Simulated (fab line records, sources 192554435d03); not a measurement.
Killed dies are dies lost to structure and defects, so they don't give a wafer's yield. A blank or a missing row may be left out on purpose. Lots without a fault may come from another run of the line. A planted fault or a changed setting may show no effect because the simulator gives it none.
Chamber matching | flow n5_finfet | N5_BEOL_M0_SAQP_ALD_48 on ald_sin-02: 4 sister chambers
The step deposits SiO2, target thk 20 nm, pulse time 1 s, co reactant pulse time 1 s. 14 wafers are shown with their chamber, then 7 later ones without.

WAFERS WITH THEIR CHAMBER
wafer  | chamber | heater_power_w (W) | precursor_pulse_height_rel | susceptor_temp_C (C)
L074.3 | 3       | 105                | 1.021                      | 99.83
L074.4 | 0       | 79                 | 1.014                      | 100.14
L074.5 | 1       | 68                 | 0.987                      | 100.18
L076.2 | 3       | 104                | 1.016                      | 99.98
L076.3 | 1       | 69                 | 1.005                      | 100.05
L076.6 | 1       | 67                 | 1.011                      | 100.07
L085.2 | 2       | 82                 | 1.033                      | 100.13
L085.3 | 1       | 66                 | 0.991                      | 100.01
L085.6 | 3       | 103                | 0.995                      | 100.02
L087.1 | 0       | 80                 | 1.018                      | 99.95
L087.2 | 2       | 82                 | 1.030                      | 99.87
L087.3 | 1       | 69                 | 1.035                      | 99.96
L088.1 | 2       | 81                 | 1.027                      | 100.04
L088.4 | 1       | 67                 | 0.997                      | 99.98

SIGNATURES (means of the wafers above)
reading                    | chamber 0 | chamber 1 | chamber 2 | chamber 3 | scatter within a chamber
heater_power_w             | 79.50     | 67.67     | 81.67     | 104.00    | 1.02
precursor_pulse_height_rel | 1.01600   | 1.00433   | 1.03000   | 1.01067   | 0.0139
susceptor_temp_C           | 100.0450  | 100.0417  | 100.0133  | 99.9433   | 0.102
Rule: a wafer's distance from a chamber is the root of the sum, over the readings, of the square of ((its reading less the chamber's mean) divided by the reading's scatter). The wafer belongs to the nearest chamber; if the next one is less than 2 further off, it can't be placed. The scatter: the root of (the sum of the squares of (reading less its chamber's mean) over the shown wafers, divided by (wafers less chambers)).

WAFERS WITHOUT THEIR CHAMBER
wafer  | heater_power_w (W) | precursor_pulse_height_rel | susceptor_temp_C (C)
L088.5 | 103                | 1.034                      | 99.81
L090.2 | 80                 | 0.979                      | 100.11
L090.3 | 68                 | 1.009                      | 99.76
L090.5 | 82                 | 1.016                      | 100.11
L091.1 | 80                 | 1.000                      | 99.96
L091.3 | 66                 | 1.013                      | 100.08
L091.5 | 83                 | 1.012                      | 99.92

WHICH CHAMBER EACH WENT THROUGH
wafer  | from the rows above     | in truth
L088.5 | 3                       | 3
L090.2 | can't be placed: 0 or 2 | 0
L090.3 | 1                       | 1
L090.5 | can't be placed: 2 or 0 | 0
L091.1 | can't be placed: 0 or 2 | 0
L091.3 | 1                       | 1
L091.5 | can't be placed: 2 or 0 | 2
Placed correctly: 3 of 7. Can't be placed from these rows: 4 (the true chamber is among the candidates in 4). Placed wrongly: 0.
